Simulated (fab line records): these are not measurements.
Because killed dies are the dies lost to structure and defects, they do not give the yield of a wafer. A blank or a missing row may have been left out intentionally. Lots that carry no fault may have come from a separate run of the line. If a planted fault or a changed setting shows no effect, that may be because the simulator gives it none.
Split-lot experiment ; flow n5-finfet ; 21 wafers read across 7 lots, on a route 1938 steps long

ON THE SPLIT
At N5_BEOL_M7_ETCH_41 (etches SiCN in CH3F/O2, target depth 31.9 nm, time 57.8 s), the setting source-w was moved away from the recipe's 395 W on 7 of the 21 wafers read, by -14.8% to +17.0%. The other wafers ran this setting at the recipe's value.

The reading is taken at the split's own step.

THE READING
rf-vpp-V, in V, at N5_BEOL_M7_ETCH_41 (etches SiCN in CH3F/O2, target depth 31.9 nm, time 57.8 s). Typical for fault-free wafers on this fab line: 297.1 V, with standard deviation 1.5 V.

wafer;tool, chamber at the split;source-w as run, W;against the recipe;rf-vpp-V, V;against lot-mates on the recipe
L074.1;rie-diel-04, 2;428.7;+8.5%;289.5;-6.5
L074.2;rie-diel-04, 0;395;recipe;295.2;-
L074.3;rie-diel-04, 3;395;recipe;296.8;-
L076.1;rie-diel-04, 2;412.9;+4.5%;293.5;-3.3
L076.5;rie-diel-04, 3;412.9;+4.5%;292.5;-4.3
L076.6;rie-diel-04, 2;395;recipe;296.8;-
L080.2;rie-diel-04, 2;395;recipe;296.6;-
L080.4;rie-diel-04, 2;395;recipe;297.9;-
L080.5;rie-diel-04, 0;462.1;+17.0%;279.4;-17.9
L090.2;rie-diel-03, 1;395;recipe;299.0;-
L090.3;rie-diel-03, 3;395;recipe;297.1;-
L090.4;rie-diel-03, 2;395;recipe;297.5;-
L092.1;rie-diel-04, 1;363.4;-8.0%;303.7;+6.2
L092.2;rie-diel-04, 2;395;recipe;297.5;-
L092.6;rie-diel-04, 0;363.4;-8.0%;302.7;+5.2
L089.2;rie-diel-02, 3;395;recipe;295.3;-
L089.4;rie-diel-02, 1;395;recipe;298.0;-
L089.6;rie-diel-02, 1;395;recipe;298.9;-
L093.2;rie-diel-02, 3;336.7;-14.8%;311.2;+13.2
L093.3;rie-diel-02, 2;395;recipe;298.1;-
L093.6;rie-diel-02, 0;395;recipe;297.8;-

THE FIT
A straight line over all 21 wafers: rf-vpp-V changes by -0.947 V for each +1% of source-w; r = -0.98; the points scatter about the line by 1.2 V.
The same after taking each lot's own level away (the mean of its wafers on the recipe; 21 wafers): -0.908 V for each +1%; r = -0.98; scatter 1.1 V.
The reading moves by 15 V for the largest change in source-w, on that fit.
From 296.00 to 297.95 V: that is the span of the lots' own levels, equal to 1.3 times the standard deviation above.
Hence the lot-to-lot level has little effect on the slope; both slopes agree.
Check: -13.9 V against its lot-mates is what the line predicts for one of the wafers moved furthest among these (+17.0%) when that wafer is left out of the fit. Against them it came out at -17.9 V.
Tool readings at the split's step, against how far the setting was moved: rf-vpp-V r = -0.98.

THESE WAFERS: OTHER SPLITS
Before the reading, these wafers also passed through other splits. Each is held against what the fit with the lots' levels taken away leaves over:
other split on the same wafers;wafers away from the commonest value;r with rf-vpp-V (lot level and that fit taken away)
N5_BEOL_M2_DESCUM_16 time-s;3;-0.19
N5_BEOL_M3_HM_DEP_02 target-thk-a;5;+0.14
N5_BEOL_M4_TRENCH_ETCH_37 bias-w;9;+0.39
N5_BEOL_M5_HM_DEP_02 target-thk-a;12;-0.37
N5_BEOL_M5_COAT_59 temp-c;7;+0.22
N5_BEOL_M5_ETCH_41 source-w;8;+0.04
N5_BEOL_M6_TRENCH_ETCH_37 bias-w;10;-0.30
N5_BEOL_M7_DESCUM_33 time-s;10;-0.15

FILE'S OWN FIT
rf-vpp-V changes by -0.929 V for each +1% of source-w, r = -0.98.
